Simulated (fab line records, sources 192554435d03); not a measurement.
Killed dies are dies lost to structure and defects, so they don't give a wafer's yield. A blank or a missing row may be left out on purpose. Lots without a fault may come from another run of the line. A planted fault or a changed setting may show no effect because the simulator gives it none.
Problem report in the 8D (eight disciplines) form, filled by code | flow n5_finfet | the parts of the form that need people (team, actions taken, sign-off) are left out

1. THE PROBLEM
h2_flow_sccm at N5_HKMG_FIN_ETCH_55 reads a mean of 220.3 sccm on 6 wafers of 2 lots; wafers without a fault read 200.0 sccm with a standard deviation of 0.65. That is +31 standard deviations from the usual mean.
The step: etches SOC in N2/H2, target depth 240 nm, time 300 s.
First seen on wafer L926.2, day 7 13:15, on rie_diel-04. The record holds 18 wafers of 6 lots with a number at this step. Rule for "out", or "out of limits": more than 4 standard deviations from the usual mean. The other wafers with a number count as sound.

2. WHAT IT IS AND WHAT IT IS NOT
question                    | is                     | is not
which readings at this step | h2_flow_sccm           | chamber_pressure_mTorr, drypump_motor_current_A, oes_product_au, rf_vpp_V, showerhead_plenum_p_Torr
which lots                  | L926, L928             | L912, L920, L927, L935
which wafers of those lots  | all that have a number | -
read on which tools         | rie_diel-04            | rie_diel-01, rie_diel-03
when                        | from day 7 13:15       | up to then (6 sound wafers); but 6 sound wafers of L927, L935 came after

3. SUSPECTS, AND WHAT RULES EACH OUT
Counting: a tool at a process step up to the reading stays a suspect if it ran every lot that is out and no sound lot after the first of them.
- rie_diel-04 at N5_HKMG_FIN_DESCUM_53 (chemistry O2, time 7.9 s): kept. It ran every lot that is out, first L926 (day 7 13:10), and no sound lot after that; its last sound lot up to then is L920 (day 5 23:49).
- rie_diel-04 at N5_HKMG_FIN_ETCH_54 (etches SiARC in CF4, target depth 45.5 nm, time 75.8 s): kept. It ran every lot that is out, first L926 (day 7 13:12), and no sound lot after that; its last sound lot up to then is L920 (day 5 23:50).
- rie_diel-04 at N5_HKMG_FIN_ETCH_55 (etches SOC in N2/H2, target depth 240 nm, time 300 s): kept. It ran every lot that is out, first L926 (day 7 13:15), and no sound lot after that; its last sound lot up to then is L920 (day 5 23:54). Its own readings are out on those wafers: h2_flow_sccm.
Left after counting: rie_diel-04 at N5_HKMG_FIN_DESCUM_53, rie_diel-04 at N5_HKMG_FIN_ETCH_54, rie_diel-04 at N5_HKMG_FIN_ETCH_55.

4. THE CAUSE (what the simulator had put in)
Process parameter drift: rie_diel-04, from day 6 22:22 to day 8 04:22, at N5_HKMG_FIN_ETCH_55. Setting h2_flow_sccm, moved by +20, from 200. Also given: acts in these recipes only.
Counting left 3 suspects, and this tool is among them.

5. THE CHAIN OF EFFECTS, in route order
Each row: a reading whose mean over the struck wafers that have a number lies more than 3 standard deviations from the usual. Only readings for which the record gives a usual standard deviation are gone through. hours: the time from each lot's start at the first step in this table that gives one to its start at this step, as a median over the lots. sigmas: the change in usual standard deviations.
hours | step                | reading      | usual      | on struck wafers | change | sigmas
0     | N5_HKMG_FIN_ETCH_55 | h2_flow_sccm | 200.0 sccm | 220.3            | +20.3  | +31
The process steps in it:
- N5_HKMG_FIN_ETCH_55: etches SOC in N2/H2, target depth 240 nm, time 300 s.
Later measuring or inspecting steps at which every struck wafer that the step has a row for has a number for every such reading, and none has moved that far: N5_BEOL_M4_RC_MEAS_101.

6. WHAT WOULD HAVE CAUGHT IT SOONER
In this record the first reading out of limits was taken at day 7 13:15, 15 hours after the fault began at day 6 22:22.
